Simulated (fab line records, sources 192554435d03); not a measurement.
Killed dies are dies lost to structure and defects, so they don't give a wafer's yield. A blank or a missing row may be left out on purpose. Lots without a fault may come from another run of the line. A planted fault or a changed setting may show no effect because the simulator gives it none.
Which tool did it? | flow n5_finfet | 11 lots, 32 wafers sampled, at 5 steps of a route of 1938

WHAT THE GAUGES READ, wafer by wafer
N5_BEOL_M15_OVL_MEAS_11.
lot  | measured     | on         | V14_OVL (nm)
L550 | day 11 06:36 | overlay-01 | 6 1
L552 | day 11 20:46 | overlay-01 | 0 5 8
L555 | day 12 13:52 | overlay-02 | 33 39 28
L557 | day 12 14:20 | overlay-02 | -1 -1 -11
L556 | day 12 20:55 | overlay-01 | 52 37 43
L559 | day 12 21:35 | overlay-02 | 42 39 42
L561 | day 14 12:23 | overlay-01 | -2 -2 -3
L565 | day 14 21:13 | overlay-02 | 5 -1 2
L566 | day 15 13:06 | overlay-01 | -5 -4 -5
L567 | day 15 13:22 | overlay-02 | 6 4 1
L568 | day 15 21:15 | overlay-01 | 0 5 -1

WHICH TOOL RAN EACH LOT (tool, then ch and the chambers of the sampled wafers, then the start)
lot  | N5_BEOL_M14_STRIP_37               | N5_BEOL_M14_DEGAS_41         | N5_BEOL_M14_DEP_53              | N5_BEOL_M15_EXPOSE_07
L550 | rie_diel-05 ch 0,2, day 11 04:02   | pvd_sputter-02, day 11 04:31 | pecvd-03 ch 2, day 11 05:46     | krf_scanner-02 ch 0, day 11 06:23
L552 | rie_diel-05 ch 0,1,2, day 11 17:38 | pvd_sputter-02, day 11 18:44 | pecvd-02 ch 1,2, day 11 19:56   | krf_scanner-02 ch 0, day 11 20:34
L555 | rie_diel-04 ch 1,2,3, day 12 11:11 | pvd_sputter-03, day 12 11:50 | pecvd-03 ch 0,2, day 12 13:02   | krf_scanner-02 ch 0, day 12 13:40
L557 | rie_diel-05 ch 0,1,2, day 12 11:13 | pvd_sputter-02, day 12 12:16 | pecvd-03 ch 0,1,2, day 12 13:29 | krf_scanner-01 ch 0, day 12 14:09
L556 | rie_diel-05 ch 1,2, day 12 18:17   | pvd_sputter-01, day 12 18:51 | pecvd-01 ch 1,2, day 12 20:04   | krf_scanner-02 ch 0, day 12 20:44
L559 | rie_diel-06 ch 0,1,2, day 12 18:43 | pvd_sputter-02, day 12 19:20 | pecvd-02 ch 1,2, day 12 20:52   | krf_scanner-02 ch 0, day 12 21:22
L561 | rie_diel-05 ch 1,2,3, day 14 09:22 | pvd_sputter-03, day 14 10:20 | pecvd-03 ch 0,1, day 14 11:32   | krf_scanner-01 ch 0, day 14 12:11
L565 | rie_diel-04 ch 0,1, day 14 18:25   | pvd_sputter-03, day 14 18:55 | pecvd-03 ch 0,1,2, day 14 20:30 | krf_scanner-01 ch 0, day 14 21:01
L566 | rie_diel-06 ch 2,3, day 15 07:39   | pvd_sputter-03, day 15 08:11 | pecvd-03 ch 1,2, day 15 12:23   | krf_scanner-01 ch 0, day 15 12:54
L567 | rie_diel-04 ch 0,2,3, day 15 07:41 | pvd_sputter-03, day 15 08:31 | pecvd-02 ch 0,2, day 15 12:40   | krf_scanner-01 ch 0, day 15 13:11
L568 | rie_diel-04 ch 1,2,3, day 15 17:44 | pvd_sputter-01, day 15 18:01 | pecvd-02 ch 0,1,2, day 15 20:32 | krf_scanner-01 ch 0, day 15 21:03
- N5_BEOL_M14_STRIP_37: strips in O2.
- N5_BEOL_M14_DEGAS_41: time 60 s.
- N5_BEOL_M14_DEP_53: deposits SiCN from 3MS/NH3, target thk 50 nm, time 17.8 s.
- N5_BEOL_M15_EXPOSE_07: exposes mask V14.

WHAT THE TOOLS THEMSELVES READ (means of the sampled wafers that have a number; where no wafer has one, the mark that the record gives instead)
N5_BEOL_M14_STRIP_37.
lot  | tool        | chamber_pressure_mTorr (mTorr) | drypump_motor_current_A (A) | oes_product_au (a.u.) | rf_vpp_V (V) | showerhead_plenum_p_Torr (Torr) | throttle_valve_pct (%)
L550 | rie_diel-05 | 30.04                          | 5.7                         | 0.79                  | 4.2          | 2.20                            | 16.73
L552 | rie_diel-05 | 30.06                          | 5.5                         | 0.81                  | 4.0          | 2.14                            | 16.66
L555 | rie_diel-04 | 29.94                          | 5.7                         | 0.76                  | 4.6          | 2.03                            | 16.77
L557 | rie_diel-05 | 29.99                          | 5.5                         | 0.79                  | 4.2          | 2.14                            | 16.65
L556 | rie_diel-05 | 30.01                          | 5.3                         | 0.82                  | 2.9          | 2.15                            | 16.49
L559 | rie_diel-06 | 29.98                          | 5.2                         | 0.70                  | 2.7          | 2.04                            | 16.90
L561 | rie_diel-05 | 29.97                          | 5.6                         | 0.84                  | 3.3          | 2.15                            | 16.47
L565 | rie_diel-04 | 30.04                          | 5.8                         | 0.79                  | 3.7          | 2.03                            | 16.52
L566 | rie_diel-06 | 30.02                          | 5.1                         | 0.76                  | 3.8          | 2.11                            | 16.87
L567 | rie_diel-04 | 30.00                          | 5.7                         | 0.82                  | 4.1          | 2.08                            | 16.69
L568 | rie_diel-04 | 30.01                          | 5.7                         | 0.74                  | 3.6          | 2.02                            | 16.83

N5_BEOL_M14_DEGAS_41.
lot  | tool           | heater_power_w (W)
L550 | pvd_sputter-02 | 505
L552 | pvd_sputter-02 | 479
L555 | pvd_sputter-03 | 436
L557 | pvd_sputter-02 | 474
L556 | pvd_sputter-01 | 458
L559 | pvd_sputter-02 | 483
L561 | pvd_sputter-03 | 439
L565 | pvd_sputter-03 | 454
L566 | pvd_sputter-03 | 435
L567 | pvd_sputter-03 | 409
L568 | pvd_sputter-01 | 465

N5_BEOL_M14_DEP_53.
lot  | tool     | showerhead_plenum_p_Torr (Torr) | throttle_valve_pct (%)
L550 | pecvd-03 | 4.129                           | 16.7
L552 | pecvd-02 | 4.145                           | 17.6
L555 | pecvd-03 | 4.128                           | 17.1
L557 | pecvd-03 | 4.144                           | 17.7
L556 | pecvd-01 | 4.160                           | 18.1
L559 | pecvd-02 | 4.152                           | 18.1
L561 | pecvd-03 | 4.155                           | 18.1
L565 | pecvd-03 | 4.146                           | 17.6
L566 | pecvd-03 | 4.138                           | 17.4
L567 | pecvd-02 | 4.163                           | 17.4
L568 | pecvd-02 | 4.161                           | 17.8

N5_BEOL_M15_EXPOSE_07.
lot  | tool           | exposure_dose_mJ_cm2
L550 | krf_scanner-02 | 41.27
L552 | krf_scanner-02 | 41.21
L555 | krf_scanner-02 | 41.24
L557 | krf_scanner-01 | 41.21
L556 | krf_scanner-02 | 41.23
L559 | krf_scanner-02 | 41.17
L561 | krf_scanner-01 | 41.13
L565 | krf_scanner-01 | 41.22
L566 | krf_scanner-01 | 41.22
L567 | krf_scanner-01 | 41.15
L568 | krf_scanner-01 | 41.17

THE ANSWER, worked out from the rows above alone
Rule: what is usual is taken from the lots themselves. Put in order of their means at a reading, lots are off if they are a third of the lots or fewer, leave a main group of 4 or more, and stand apart from it by a gap of 3 or more times the standard deviation of the main group's means; of several such gaps the widest counts. A main group whose means are all the same, to the digits that the tables above print for the reading, isn't used. A lot without any number at a reading at which 4 lots or more have one is off too. The other lots that the step has rows for count as sound. The gauges are gone through in route order, then the tools' own readings, and for those a lot's mean is taken as printed above. The first step at which some lot is off is used, and at that step the reading that is off furthest; a lot without a number counts as furthest.
Off: L555, L556, L559, at N5_BEOL_M15_OVL_MEAS_11 (V14_OVL). The main group: mean 0 nm, standard deviation 3.4.
A tool fits if, at a process step before that reading, it ran every lot that is off, and no sound lot after the first of them. The gauges at N5_BEOL_M15_OVL_MEAS_11 are tried like those tools. One fits: krf_scanner-02 at N5_BEOL_M15_EXPOSE_07. Its last sound lot is L552 (day 11 20:34), its first lot that is off L555 (day 12 13:40): a fault that began between those two fits.

WHAT THE SIMULATOR HAD PUT IN
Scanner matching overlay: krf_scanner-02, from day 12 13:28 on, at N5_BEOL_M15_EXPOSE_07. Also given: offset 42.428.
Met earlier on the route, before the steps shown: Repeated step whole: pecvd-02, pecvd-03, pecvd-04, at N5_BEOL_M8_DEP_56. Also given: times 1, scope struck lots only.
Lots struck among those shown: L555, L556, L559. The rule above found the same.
